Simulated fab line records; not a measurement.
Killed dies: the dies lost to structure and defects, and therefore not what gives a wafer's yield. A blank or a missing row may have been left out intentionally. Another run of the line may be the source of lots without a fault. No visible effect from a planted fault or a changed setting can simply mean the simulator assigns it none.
Comparing a struck lot with a sound one | flow n5-finfet | 20 out of 1938 route steps
Sound: the wafers L952.2, L952.5, L952.6. Struck: wafer L969.2 (left out: L969.1, a lot-mate that was not struck); the cause follows at the end.
At each step with rows: each side's tool, then ch and its chambers, then its first start. Under that, the readings that differ: sound wafers | struck wafers | difference of the means | sigmas: that difference in standard deviations of wafers without a fault.
alike: words and numbers the same on both sides, and readings whose means are apart by under 2 such deviations; not compared: readings that were withheld, readings missing a value for some wafer, numbers with overlapping values and no deviation given by the record, and bounds like >300 which may hide the same value.
Wherever a step has rows on one side only, a row that says differs or no value, or a row with sigmas, the two part there. Non-overlapping numbers with no deviation appear without sigmas and do not part them. Lack of a reading on every wafer of one side parts them only where that side has two or more wafers.

first, 9 steps without rows for these wafers: N5_BEOL_M4_COAT_67 (time 60 s, resist thk 60 nm); N5_BEOL_M4_COAT_68 (time 60 s, resist thk 12 nm); N5_BEOL_M4_COAT_76 (time 60 s, resist thk 5 nm); N5_BEOL_M4_COAT_22 (resist thk 30 nm); N5_BEOL_M4_EBR_24; N5_BEOL_M4_SOFTBAKE_23 (time 60 s); N5_BEOL_M4_EXPOSE_25 (exposes mask V3, defocus 5 nm); N5_BEOL_M4_PEB_26 (peb time 60 s); N5_BEOL_M4_DEVELOP_27 (develop time 30 s).
N5_BEOL_M4_CD_MEAS_28: target cd 26.2 nm, target cd y 24.1 nm.
  sound on cd-sem-01 ch 0, day 7 10:14; struck on cd-sem-03 ch 0, day 12 12:11
  reading    | sound             | struck | difference | sigmas
  cd-nm (nm) | 26.02 26.14 26.15 | 26.79  | +0.69      | +3
N5_BEOL_M4_OVL_MEAS_29:
  sound on overlay-02 ch 0, day 7 10:16; struck on overlay-02 ch 0, day 12 12:13
  alike: V3_OVL
N5_BEOL_M4_INSPECT_30: inspects for defects (brightfield).
  sound on defect-inspect-01 at day 7 10:20; struck on defect-inspect-01 at day 12 12:16
  alike: raw-defect-count
N5_BEOL_M4_DESCUM_33: chemistry O2, time 7 s.
  sound on rie-diel-01 ch 0,1,3, day 7 10:22; struck on rie-diel-04 ch 1, day 12 12:18
  reading                                      | sound        | struck | difference | sigmas
  model.CAR-EUV_of_BEOL_M4_COAT_22.thk-nm (nm) | 26 26.2 26.2 | 28     | +2         |
  alike: drypump-motor-current-A, oes-product-au, rf-vpp-V, showerhead-plenum-p-Torr, throttle-valve-pct
  not compared: rf-hours-counter-h
N5_BEOL_M4_ETCH_77: etches underlayer in N2/H2, target depth 6.5 nm, time 5.2 s.
  sound on rie-diel-01 ch 0,1,3, day 7 10:23; struck on rie-diel-04 ch 1, day 12 12:20
  alike: drypump-motor-current-A, etch-rf-on-time-s, h2-flow-sccm, oes-product-au, rf-vpp-V, showerhead-plenum-p-Torr, throttle-valve-pct
  not compared: rf-hours-counter-h
N5_BEOL_M4_ETCH_69: etches SiARC in CF4, target depth 15.6 nm, time 26 s.
  sound on rie-diel-01 ch 0,1,3, day 7 10:25; struck on rie-diel-04 ch 1, day 12 12:21
  alike: drypump-motor-current-A, etch-rf-on-time-s, oes-product-au, rf-vpp-V, showerhead-plenum-p-Torr, throttle-valve-pct
  not compared: rf-hours-counter-h
N5_BEOL_M4_ALD_98: deposits SiO2, target thk 2.5 nm, pulse time 1 s, co reactant pulse time 1 s.
  sound on ald-sin-03 ch 1,2, day 7 10:29; struck on ald-sin-03 ch 0, day 12 12:32
  alike: chamber-pressure-Torr, heater-power-w, precursor-pulse-height-rel, susceptor-temp-C
N5_BEOL_M4_ETCHBACK_99: etches SiO2 in CHF3, target depth 5 nm, time 10.4 s.
  sound on rie-diel-06 ch 0,1,3, day 7 15:18; struck on rie-diel-01 ch 2, day 12 16:21
  reading                                      | sound          | struck | difference | sigmas
  model.CAR-EUV_of_BEOL_M4_COAT_22.thk-nm (nm) | 10.4 10.6 10.6 | 12.4   | +1.9       |
  alike: drypump-motor-current-A, oes_ar_750_au, oes_f_703_au, oes-product-au, rf-vpp-V, showerhead-plenum-p-Torr, throttle-valve-pct
  not compared: rf-hours-counter-h
N5_BEOL_M4_ETCH_70: etches SOC in N2/H2, target depth 80 nm, overetch 24 nm, time 130 s.
  sound on rie-diel-06 ch 0,1,3, day 7 15:20; struck on rie-diel-01 ch 2, day 12 16:23
  alike: drypump-motor-current-A, h2-flow-sccm, oes-product-au, rf-vpp-V, showerhead-plenum-p-Torr, throttle-valve-pct
  not compared: rf-hours-counter-h
N5_BEOL_M4_RC_MEAS_101:
  sound on prober-01 ch 0, day 7 20:23; struck on prober-01 ch 0, day 12 20:42
  reading        | sound          | struck | difference | sigmas
  IOFF_P (nA/um) | 0.28 0.33 0.26 | 0.17   | -0.12      | -2
  VT_P (mV)      | -246 -243 -245 | -255   | -10        | -2
  alike: DIBL_N, DIBL_P, IOFF_N, ION_N, ION_P, SS_N, SS_P, VT_N
-- record jumps: 4 days separate the struck wafers' starts on either side; left off in module BEOL_M4, taken up again in module PASSIVATION, whose first shown step is the route's number 1936 --
N5_PASSIVATION_PROBE_49:
  the record has rows for the struck wafers here (prober-01, day 17 02:55) and none for the sound ones

WHERE THEY PART
At N5_BEOL_M4_CD_MEAS_28 first; at N5_PASSIVATION_PROBE_49 last (within this record only).

WHY: whatever the simulator had introduced
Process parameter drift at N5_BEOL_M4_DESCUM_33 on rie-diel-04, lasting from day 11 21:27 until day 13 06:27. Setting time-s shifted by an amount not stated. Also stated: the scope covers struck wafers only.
